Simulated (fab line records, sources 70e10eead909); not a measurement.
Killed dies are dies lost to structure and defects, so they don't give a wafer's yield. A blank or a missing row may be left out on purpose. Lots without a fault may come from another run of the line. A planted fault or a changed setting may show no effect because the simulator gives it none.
A struck lot beside a sound one | flow nand_harc | 12 steps out of a route of 1159
Sound: wafers L697.1, L697.2, L697.5. Struck: wafers L704.2, L704.3, L704.6. The cause comes at the end.
At each step with rows: each side's tool, then ch and its chambers, then its first start. Under that, the readings that differ: sound wafers | struck wafers | difference of the means | sigmas: that difference in standard deviations of wafers without a fault.
alike: readings whose means differ by less than 2 such deviations, and words and numbers that are the same on both sides. not compared: withheld readings, readings that some wafer has no value for, bounds like >300 that may hide the same value, and numbers for which the record gives no deviation and whose values overlap.
The two part at a step that has a row with sigmas, a row that says differs or no value, or rows on one side only. Numbers that don't overlap but have no deviation are shown without sigmas and don't part them. A reading that every wafer of one side lacks parts them only if that side has two wafers or more.

NHARC_A_WL_FILL_INSPECT_15:
  sound on defect_inspect-01, day 18 09:33; struck on defect_inspect-02, day 20 03:46
  alike: raw_defect_count
NHARC_A_CONTACT_DEP_24: deposits SiO2, target thk 500 nm.
  sound on pecvd-04 ch 0,2, day 18 09:37; struck on pecvd-03 ch 0,1, day 20 03:50
  alike: heater_power_w, mfc_precursor_sccm, showerhead_vpp_V, throttle_valve_pct
  not compared: since_wet_clean_h
NHARC_A_CONTACT_DEP_28: deposits aC, target thk 3600 nm.
  sound on acl_dep-02 ch 0, day 18 11:13; struck on acl_dep-01 ch 0, day 20 05:11
  alike: throttle_valve_pct
NHARC_A_CONTACT_DEP_29: deposits SiON, target thk 70 nm.
  sound on pecvd-03 ch 0,1,2, day 18 13:26; struck on pecvd-04 ch 0,1, day 20 07:06
  alike: heater_power_w, showerhead_vpp_V
  not compared: since_wet_clean_h
then, 5 steps without rows for these wafers: NHARC_A_CONTACT_DEHYDRATE_32 (time 120 s); NHARC_A_CONTACT_HMDS_33 (time 30 s); NHARC_A_CONTACT_COAT_34 (time 75 s); NHARC_A_CONTACT_COAT_35 (time 65 s); NHARC_A_CONTACT_COAT_36 (resist thk 90 nm).
NHARC_A_CONTACT_SOFTBAKE_37: time 55 s.
  sound on litho_track-06 ch 0, day 18 13:00; struck on litho_track-01 ch 0, day 20 07:00
  reading                  | sound                | struck               | difference | sigmas
  heater_power_total_W (W) | 188.33 188.26 188.57 | 185.39 185.44 185.43 | -2.97      | -23
  plate_temp_C (C)         | 105.19 105.10 104.94 | 104.01 104.10 103.98 | -1.05      | -7
  alike: resist_line_temp_C
then, 2 steps without rows for these wafers: NHARC_A_CONTACT_EBR_38; NHARC_END_SORT_01.

WHERE THEY PART
Only at NHARC_A_CONTACT_SOFTBAKE_37, within this record.

WHY: what the simulator had put in
Process parameter drift: litho_track-01, from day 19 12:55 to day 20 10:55, at NHARC_A_CONTACT_SOFTBAKE_37. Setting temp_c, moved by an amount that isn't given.
